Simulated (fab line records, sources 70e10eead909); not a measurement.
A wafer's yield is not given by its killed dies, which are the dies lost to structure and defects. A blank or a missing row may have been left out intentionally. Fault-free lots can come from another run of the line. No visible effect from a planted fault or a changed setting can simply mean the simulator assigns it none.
fab line records + flow nand-harc
record:
- lots: 7
- wafers: 19
- last-day: 33
route steps=1302 shown A_SOURCE_PLATE@420 A_ONON_D1@424 END@1302
lots that met no fault: from a run of the same line without faults
start-h: start of the lot's first displayed wafer, in hours after the record's first day + wait-h: hours since the lot's step before + " unchanged from the row above + L1.1+2: several wafers, shown together as one row + - no value, or no start was given + * or withheld: withheld + < > ~ a bound
route shown NAME@n: names a module that has steps shown in the file, with the first one's number in the route + usual: mean/standard deviation of fault-free wafers + same: alike in all rows + chamber/n: place in a boat + sites: per-site readings + _std_site: the standard deviation of these + _edge_site: mean of outer sites minus mean of inner sites + radius-mm: for every site, how far away it sits from the centre of the wafer + mask NAME#n: copy n + behind: the most recent tool/chamber to have shaped the wafer + hold: what put the lot on hold/how long, in hours/how the hold closed + device: the n, p or np transistor that did not switch + end of line: the route-end tests of the same wafers + a step given without rows: its recipe and nothing more + killed: at the first sort, the dies lost to defects and structure; wafer yield is something else + map: a wafer's dies, marking killed ones x, the rest . and places with no die _
set.NAME: setting as actually run; set.NAME@STEP: the setting as run at that earlier step + model.NAME: the simulator's own value behind a step, which no gauge read
lots at some steps of the route; a table a step, a row a wafer
services: a tool's chamber out of use, with start hour (start-h, from the record's first day; less than 0 if before it), hours out, and reason
== steps ==
step: NHARC_A_SOURCE_PLATE_THK_MEAS_06
recipe:
- thk-meas-gauge: ellipsometry
usual:
- thk-nm: 200.7/2.1
| lot.wafer | tool          | chamber | start-h | wait-h | thk-nm |
|-----------|---------------|---------|---------|--------|--------|
| L760.4    | film-metro-01 | -       | 221.01  | 0.4    | 201.0  |
| L760.5    | "             | -       | "       | "      | 201.5  |
| L760.6    | "             | -       | "       | "      | 200.3  |
| L772.2    | film-metro-02 | -       | 305.31  | 0.4    | 201.7  |
| L772.3    | "             | -       | "       | "      | 200.4  |
| L772.5    | "             | -       | "       | "      | 201.1  |
| L775.2    | film-metro-02 | -       | 316.78  | 0.4    | 199.6  |
| L775.4    | "             | -       | "       | "      | 199.2  |
| L775.5    | "             | -       | "       | "      | 201.6  |
| L774.2    | film-metro-02 | -       | 316.79  | 0.4    | 202.3  |
| L774.3    | "             | -       | "       | "      | 203.1  |
| L774.6    | "             | -       | "       | "      | 202.3  |
| L778.1    | film-metro-01 | -       | 347.27  | 0.4    | 203.2  |
| L778.4    | "             | -       | "       | "      | 200.3  |
| L779.3    | film-metro-01 | -       | 362.07  | 0.4    | 201.1  |
| L779.4    | "             | -       | "       | "      | 203.5  |
| L780.2    | film-metro-02 | -       | 371.69  | 0.4    | 204.5  |
| L780.3    | "             | -       | "       | "      | 204.6  |
| L780.4    | "             | -       | "       | "      | 202.3  |
step: NHARC_A_SOURCE_PLATE_INSPECT_08
usual:
- raw-defect-count: 63/30
| lot.wafer | tool              | chamber | start-h | wait-h | raw-defect-count |
|-----------|-------------------|---------|---------|--------|------------------|
| L760.4    | defect-inspect-02 | -       | 221.11  | 0.0    | 82               |
| L760.5    | "                 | -       | "       | "      | 40               |
| L760.6    | "                 | -       | "       | "      | 103              |
| L772.2    | defect-inspect-01 | -       | 305.38  | 0.0    | 16               |
| L772.3    | "                 | -       | "       | "      | 41               |
| L772.5    | "                 | -       | "       | "      | 26               |
| L775.2    | defect-inspect-01 | -       | 316.85  | 0.0    | 42               |
| L775.4    | "                 | -       | "       | "      | 86               |
| L775.5    | "                 | -       | "       | "      | 39               |
| L774.2    | defect-inspect-02 | -       | 316.85  | 0.0    | 57               |
| L774.3    | "                 | -       | "       | "      | 106              |
| L774.6    | "                 | -       | "       | "      | 107              |
| L778.1    | defect-inspect-01 | -       | 347.34  | 0.0    | 100              |
| L778.4    | "                 | -       | "       | "      | 142              |
| L779.3    | defect-inspect-01 | -       | 362.18  | 0.0    | 55               |
| L779.4    | "                 | -       | "       | "      | 41               |
| L780.2    | defect-inspect-01 | -       | 371.75  | 0.0    | 81               |
| L780.3    | "                 | -       | "       | "      | 89               |
| L780.4    | "                 | -       | "       | "      | 109              |
step: NHARC_A_ONON_D1_DEP_00
recipe:
- target-thk-a: 10000
- n2-flow-sccm: 2750
- n2o-flow-sccm: 2000
- nh3-flow-sccm: 500
- sih4-flow-sccm: 210
- temp-c: 400
step: NHARC_A_ONON_D1_THK_MEAS_02
recipe:
- thk-meas-gauge: ellipsometry
usual:
- thk-nm: 1000/9.6
| lot.wafer | tool          | chamber | start-h | wait-h | thk-nm |
|-----------|---------------|---------|---------|--------|--------|
| L760.4    | film-metro-02 | -       | 221.69  | -      | 994    |
| L760.5    | "             | -       | "       | "      | 992    |
| L760.6    | "             | -       | "       | "      | 993    |
| L772.2    | film-metro-02 | -       | 305.95  | -      | 1018   |
| L772.3    | "             | -       | "       | "      | 1014   |
| L772.5    | "             | -       | "       | "      | 1018   |
| L775.2    | film-metro-02 | -       | 317.42  | -      | 1001   |
| L775.4    | "             | -       | "       | "      | 1002   |
| L775.5    | "             | -       | "       | "      | 1001   |
| L774.2    | film-metro-02 | -       | 317.51  | -      | 997    |
| L774.3    | "             | -       | "       | "      | 997    |
| L774.6    | "             | -       | "       | "      | 998    |
| L778.1    | film-metro-01 | -       | 347.91  | -      | 1011   |
| L778.4    | "             | -       | "       | "      | 1011   |
| L779.3    | film-metro-01 | -       | 362.75  | -      | 1000   |
| L779.4    | "             | -       | "       | "      | 1002   |
| L780.2    | film-metro-02 | -       | 372.32  | -      | 993    |
| L780.3    | "             | -       | "       | "      | 994    |
| L780.4    | "             | -       | "       | "      | 996    |
step: NHARC_A_ONON_D1_DEP_03
recipe:
- target-thk-a: 10000
- n2-flow-sccm: 2750
- n2o-flow-sccm: 2000
- nh3-flow-sccm: 500
- sih4-flow-sccm: 210
- temp-c: 400
step: NHARC_A_ONON_D1_THK_MEAS_05
recipe:
- thk-meas-gauge: ellipsometry
usual:
- thk-nm: 1000/9.7
| lot.wafer | tool          | chamber | start-h | wait-h | thk-nm |
|-----------|---------------|---------|---------|--------|--------|
| L760.4    | film-metro-02 | -       | 222.26  | -      | 1006   |
| L760.5    | "             | -       | "       | "      | 1008   |
| L760.6    | "             | -       | "       | "      | 1007   |
| L772.2    | film-metro-02 | -       | 306.51  | -      | 995    |
| L772.3    | "             | -       | "       | "      | 994    |
| L772.5    | "             | -       | "       | "      | 993    |
| L775.2    | film-metro-02 | -       | 317.99  | -      | 1005   |
| L775.4    | "             | -       | "       | "      | 1005   |
| L775.5    | "             | -       | "       | "      | 1004   |
| L774.2    | film-metro-02 | -       | 318.07  | -      | 1016   |
| L774.3    | "             | -       | "       | "      | 1016   |
| L774.6    | "             | -       | "       | "      | 1014   |
| L778.1    | film-metro-02 | -       | 348.50  | -      | 1009   |
| L778.4    | "             | -       | "       | "      | 1012   |
| L779.3    | film-metro-01 | -       | 363.35  | -      | 1009   |
| L779.4    | "             | -       | "       | "      | 1006   |
| L780.2    | film-metro-01 | -       | 372.89  | -      | 998    |
| L780.3    | "             | -       | "       | "      | 997    |
| L780.4    | "             | -       | "       | "      | 997    |
step: NHARC_A_ONON_D1_DEP_06
recipe:
- target-thk-a: 10000
- n2-flow-sccm: 2750
- n2o-flow-sccm: 2000
- nh3-flow-sccm: 500
- sih4-flow-sccm: 210
- temp-c: 400
step: NHARC_A_ONON_D1_THK_MEAS_08
recipe:
- thk-meas-gauge: ellipsometry
usual:
- thk-nm: 1000/9.5
| lot.wafer | tool          | chamber | start-h | wait-h | thk-nm |
|-----------|---------------|---------|---------|--------|--------|
| L760.4    | film-metro-02 | -       | 222.83  | -      | 992    |
| L760.5    | "             | -       | "       | "      | 993    |
| L760.6    | "             | -       | "       | "      | 994    |
| L772.2    | film-metro-02 | -       | 307.08  | -      | 997    |
| L772.3    | "             | -       | "       | "      | 998    |
| L772.5    | "             | -       | "       | "      | 997    |
| L775.2    | film-metro-02 | -       | 318.55  | -      | 998    |
| L775.4    | "             | -       | "       | "      | 997    |
| L775.5    | "             | -       | "       | "      | 995    |
| L774.2    | film-metro-02 | -       | 318.65  | -      | 1024   |
| L774.3    | "             | -       | "       | "      | 1022   |
| L774.6    | "             | -       | "       | "      | 1020   |
| L778.1    | film-metro-02 | -       | 349.07  | -      | 999    |
| L778.4    | "             | -       | "       | "      | 998    |
| L779.3    | film-metro-01 | -       | 363.92  | -      | 990    |
| L779.4    | "             | -       | "       | "      | 990    |
| L780.2    | film-metro-02 | -       | 373.46  | -      | 999    |
| L780.3    | "             | -       | "       | "      | 1002   |
| L780.4    | "             | -       | "       | "      | 1000   |
step: NHARC_A_ONON_D1_DEP_09
recipe:
- target-thk-a: 10000
- n2-flow-sccm: 2750
- n2o-flow-sccm: 2000
- nh3-flow-sccm: 500
- sih4-flow-sccm: 210
- temp-c: 400
step: NHARC_A_ONON_D1_THK_MEAS_11
recipe:
- thk-meas-gauge: ellipsometry
usual:
- thk-nm: 999/9
| lot.wafer | tool          | chamber | start-h | wait-h | thk-nm |
|-----------|---------------|---------|---------|--------|--------|
| L760.4    | film-metro-02 | -       | 223.39  | -      | 1000   |
| L760.5    | "             | -       | "       | "      | 999    |
| L760.6    | "             | -       | "       | "      | 1002   |
| L772.2    | film-metro-02 | -       | 307.64  | -      | 1008   |
| L772.3    | "             | -       | "       | "      | 1008   |
| L772.5    | "             | -       | "       | "      | 1006   |
| L775.2    | film-metro-02 | -       | 319.12  | -      | 997    |
| L775.4    | "             | -       | "       | "      | 1000   |
| L775.5    | "             | -       | "       | "      | 996    |
| L774.2    | film-metro-02 | -       | 319.21  | -      | 988    |
| L774.3    | "             | -       | "       | "      | 988    |
| L774.6    | "             | -       | "       | "      | 987    |
| L778.1    | film-metro-01 | -       | 349.64  | -      | 984    |
| L778.4    | "             | -       | "       | "      | 984    |
| L779.3    | film-metro-01 | -       | 364.49  | -      | 1006   |
| L779.4    | "             | -       | "       | "      | 1004   |
| L780.2    | film-metro-01 | -       | 374.03  | -      | 1003   |
| L780.3    | "             | -       | "       | "      | 1004   |
| L780.4    | "             | -       | "       | "      | 1004   |
step: NHARC_A_ONON_D1_DEP_12
recipe:
- target-thk-a: 10000
- n2-flow-sccm: 2750
- n2o-flow-sccm: 2000
- nh3-flow-sccm: 500
- sih4-flow-sccm: 210
- temp-c: 400
usual:
- n2o-flow-sccm: 2000/5.5
| lot.wafer | tool          | chamber | start-h | wait-h | n2o-flow-sccm |
|-----------|---------------|---------|---------|--------|---------------|
| L760.4    | pecvd-onon-01 | 0       | 223.62  | 0.2    | 2003          |
| L760.5    | "             | 0       | "       | "      | 2003          |
| L760.6    | "             | 0       | "       | "      | 2004          |
| L772.2    | pecvd-onon-03 | 0       | 307.76  | 0.1    | 2001          |
| L772.3    | "             | 0       | "       | "      | 2002          |
| L772.5    | "             | 0       | "       | "      | 2003          |
| L775.2    | pecvd-onon-03 | 0       | 319.23  | 0.1    | 2009          |
| L775.4    | "             | 0       | "       | "      | 2004          |
| L775.5    | "             | 0       | "       | "      | 1995          |
| L774.2    | pecvd-onon-02 | 0       | 319.32  | 0.1    | 2003          |
| L774.3    | "             | 0       | "       | "      | 2007          |
| L774.6    | "             | 0       | "       | "      | 2003          |
| L778.1    | pecvd-onon-03 | 0       | 349.69  | 0.1    | 2004          |
| L778.4    | "             | 0       | "       | "      | 2007          |
| L779.3    | pecvd-onon-03 | 0       | 364.66  | 0.2    | 2005          |
| L779.4    | "             | 0       | "       | "      | 2003          |
| L780.2    | pecvd-onon-03 | 0       | 374.14  | 0.1    | 2002          |
| L780.3    | "             | 0       | "       | "      | 2005          |
| L780.4    | "             | 0       | "       | "      | 2000          |
step: NHARC_A_ONON_D1_THK_MEAS_14
recipe:
- thk-meas-gauge: ellipsometry
usual:
- thk-nm: 1000/8.1
| lot.wafer | tool          | chamber | start-h | wait-h | thk-nm |
|-----------|---------------|---------|---------|--------|--------|
| L760.4    | film-metro-02 | -       | 223.96  | -      | 993    |
| L760.5    | "             | -       | "       | "      | 993    |
| L760.6    | "             | -       | "       | "      | 995    |
| L772.2    | film-metro-02 | -       | 308.20  | -      | 1005   |
| L772.3    | "             | -       | "       | "      | 1006   |
| L772.5    | "             | -       | "       | "      | 1006   |
| L775.2    | film-metro-02 | -       | 319.69  | -      | 994    |
| L775.4    | "             | -       | "       | "      | 994    |
| L775.5    | "             | -       | "       | "      | 993    |
| L774.2    | film-metro-02 | -       | 319.77  | -      | 1007   |
| L774.3    | "             | -       | "       | "      | 1009   |
| L774.6    | "             | -       | "       | "      | 1010   |
| L778.1    | film-metro-02 | -       | 350.20  | -      | 1005   |
| L778.4    | "             | -       | "       | "      | 654    |
| L779.3    | film-metro-02 | -       | 365.05  | -      | 998    |
| L779.4    | "             | -       | "       | "      | 646    |
| L780.2    | film-metro-01 | -       | 374.59  | -      | 1002   |
| L780.3    | "             | -       | "       | "      | 1002   |
| L780.4    | "             | -       | "       | "      | 648    |
step: NHARC_A_ONON_D1_ANNEAL_15
recipe:
- temp-c: 750
- time-s: 3600
step: NHARC_END_SORT_01
recipe:
- temp-c: 25
usual:
- killed-at-array: 55/22
- killed-at-other: 1.1/1.4
- killed-at-periphery: 4/3.2
- killed-dies: 59/22
- killed-open: 3.3/1.8
- killed-short: 2.5/1.5
same:
- gross-dies: 677
| lot.wafer | tool      | chamber | start-h | wait-h | killed-at-array | killed-at-other | killed-at-periphery | killed-dies | killed-open | killed-short |
|-----------|-----------|---------|---------|--------|-----------------|-----------------|---------------------|-------------|-------------|--------------|
| L760.5    | prober-01 | 0       | 641.34  | 3.7    | 85              | 1               | 0                   | 86          | 4           | 3            |
| L778.4    | prober-02 | 0       | 745.64  | 3.4    | 675             | 0               | 2                   | 677         | 2           | 1            |
| L780.4    | prober-01 | 0       | 778.98  | 3.4    | 671             | 3               | 3                   | 677         | 3           | 1            |
| L779.3    | prober-02 | 0       | 791.82  | 9.0    | 55              | 1               | 0                   | 56          | 3           | 2            |
| L779.4    | prober-02 | 0       | 792.62  | 9.3    | 674             | 0               | 3                   | 677         | 8           | 2            |
killed by level:class
L760.5 A_CHANNEL_HOLE_D2:chamber-film-flake=35 A_SLIT:chamber-film-flake=27 A_CHANNEL_HOLE_D1:chamber-film-flake=4 A_STAIRCASE:chamber-film-flake=4 A_BLC:chamber-film-flake=4 A_ONON_D2:geometric-particle:open=2 A_WL_FILL:geometric-particle:short=2 A_CONTACT:chamber-film-flake=2
L778.4 A_ONON_D1:area-dep=596 A_CHANNEL_HOLE_D2:chamber-film-flake=34 A_SLIT:chamber-film-flake=29 A_CHANNEL_HOLE_D1:chamber-film-flake=9 A_WL_FILL:chamber-film-flake=2 P_CONTACT:geometric-particle:open=1 A_DECK1_JOINT:geometric-particle:short=1 A_SGD_CUT:geometric-particle:open=1
L780.4 A_ONON_D1:area-dep=617 A_CHANNEL_HOLE_D2:chamber-film-flake=23 A_CHANNEL_HOLE_D1:chamber-film-flake=16 A_CONTACT:chamber-film-flake=8 THIN_TSV:chamber-film-flake=3 A_SGD_CUT:chamber-film-flake=2 P_M0:geometric-particle:open=1 A_WL_FILL:geometric-particle:short=1
L779.3 A_SLIT:chamber-film-flake=31 A_CHANNEL_HOLE_D1:chamber-film-flake=12 A_CONTACT:chamber-film-flake=4 A_ONON_D2:geometric-particle:open=1 A_CHANNEL_HOLE_D2:geometric-particle:open=1 A_SGD_CUT:geometric-particle:short=1 A_M0:geometric-particle:short=1 A_M0:geometric-particle:open=1
L779.4 A_ONON_D1:area-dep=608 A_SLIT:chamber-film-flake=29 A_CHANNEL_HOLE_D1:chamber-film-flake=18 A_CONTACT:chamber-film-flake=6 A_ONON_D2:geometric-particle:open=2 A_STAIRCASE:chamber-film-flake=2 P_CONTACT:geometric-particle:open=1 P_M2:geometric-particle:open=1
map L778.4 (x killed, . not)
____________x____________
_________xxxxxxx_________
_______xxxxxxxxxxx_______
______xxxxxxxxxxxxx______
_____xxxxxxxxxxxxxxx_____
____xxxxxxxxxxxxxxxxx____
____xxxxxxxxxxxxxxxxx____
___xxxxxxxxxxxxxxxxxxx___
___xxxxxxxxxxxxxxxxxxx___
__xxxxxxxxxxxxxxxxxxxxx__
__xxxxxxxxxxxxxxxxxxxxx__
_xxxxxxxxxxxxxxxxxxxxxxx_
_xxxxxxxxxxxxxxxxxxxxxxx_
_xxxxxxxxxxxxxxxxxxxxxxx_
_xxxxxxxxxxxxxxxxxxxxxxx_
_xxxxxxxxxxxxxxxxxxxxxxx_
xxxxxxxxxxxxxxxxxxxxxxxxx
xxxxxxxxxxxxxxxxxxxxxxxxx
xxxxxxxxxxxxxxxxxxxxxxxxx
xxxxxxxxxxxxxxxxxxxxxxxxx
xxxxxxxxxxxxxxxxxxxxxxxxx
_xxxxxxxxxxxxxxxxxxxxxxx_
_xxxxxxxxxxxxxxxxxxxxxxx_
_xxxxxxxxxxxxxxxxxxxxxxx_
_xxxxxxxxxxxxxxxxxxxxxxx_
_xxxxxxxxxxxxxxxxxxxxxxx_
__xxxxxxxxxxxxxxxxxxxxx__
__xxxxxxxxxxxxxxxxxxxxx__
___xxxxxxxxxxxxxxxxxxx___
___xxxxxxxxxxxxxxxxxxx___
____xxxxxxxxxxxxxxxxx____
____xxxxxxxxxxxxxxxxx____
_____xxxxxxxxxxxxxxx_____
______xxxxxxxxxxxxx______
_______xxxxxxxxxxx_______
_________xxxxxxx_________
____________x____________
map L779.4 (x killed, . not)
____________x____________
_________xxxxxxx_________
_______xxxxxxxxxxx_______
______xxxxxxxxxxxxx______
_____xxxxxxxxxxxxxxx_____
____xxxxxxxxxxxxxxxxx____
____xxxxxxxxxxxxxxxxx____
___xxxxxxxxxxxxxxxxxxx___
___xxxxxxxxxxxxxxxxxxx___
__xxxxxxxxxxxxxxxxxxxxx__
__xxxxxxxxxxxxxxxxxxxxx__
_xxxxxxxxxxxxxxxxxxxxxxx_
_xxxxxxxxxxxxxxxxxxxxxxx_
_xxxxxxxxxxxxxxxxxxxxxxx_
_xxxxxxxxxxxxxxxxxxxxxxx_
_xxxxxxxxxxxxxxxxxxxxxxx_
xxxxxxxxxxxxxxxxxxxxxxxxx
xxxxxxxxxxxxxxxxxxxxxxxxx
xxxxxxxxxxxxxxxxxxxxxxxxx
xxxxxxxxxxxxxxxxxxxxxxxxx
xxxxxxxxxxxxxxxxxxxxxxxxx
_xxxxxxxxxxxxxxxxxxxxxxx_
_xxxxxxxxxxxxxxxxxxxxxxx_
_xxxxxxxxxxxxxxxxxxxxxxx_
_xxxxxxxxxxxxxxxxxxxxxxx_
_xxxxxxxxxxxxxxxxxxxxxxx_
__xxxxxxxxxxxxxxxxxxxxx__
__xxxxxxxxxxxxxxxxxxxxx__
___xxxxxxxxxxxxxxxxxxx___
___xxxxxxxxxxxxxxxxxxx___
____xxxxxxxxxxxxxxxxx____
____xxxxxxxxxxxxxxxxx____
_____xxxxxxxxxxxxxxx_____
______xxxxxxxxxxxxx______
_______xxxxxxxxxxx_______
_________xxxxxxx_________
____________x____________
== services ==
| tool          | chamber | start-h | hours | kind |
|---------------|---------|---------|-------|------|
| pecvd-onon-03 | -       | 227.00  | 13.0  | pm   |
| pecvd-onon-01 | -       | 269.95  | 13.0  | pm   |
| pecvd-onon-02 | -       | 366.28  | 13.0  | pm   |
== key ==
first-sign:
- step: NHARC_A_ONON_D1_THK_MEAS_14
- reading: thk-nm
- direction: down
- sigmas: 43
- usual: 1000
- struck: 649
effect:
- step: NHARC_END_SORT_01
- reading: killed-dies
- direction: up
- sigmas: 28
- usual: 59
- struck: 677
more-kills-born-at:
- NHARC_A_ONON_D1_DEP_12@pecvd-onon-03: 1821
met-at NHARC_A_ONON_D1_DEP_12
struck-wafers L778.4,L779.4,L780.4
later-rows-left-out L778.4,L779.4,L780.4
tester-left-out L778,L779,L780
onset-between 319.23 349.69
fault:
- kind: process-parameter-drift
- tool: pecvd-onon-03
- chamber: -
- onset-h: 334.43
- steps: NHARC_A_ONON_D1_DEP_12
- channel: target-thk-a
- offset: *
- shape: step
- end-h: 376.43
- scope: struck-wafers-only
- acts-in: *
- stated: *
tester-left-out: of these lots the tester's yield and bins aren't shown, on N5 and GAA mostly nor the transistor test; their killed dies are dies lost to structure and defects alone, not to doping, threshold or leakage, so they don't give the yield
later-rows-left-out: the simulator's readings of these wafers behind a module that went badly wrong aren't trusted and aren't shown, but for the sort
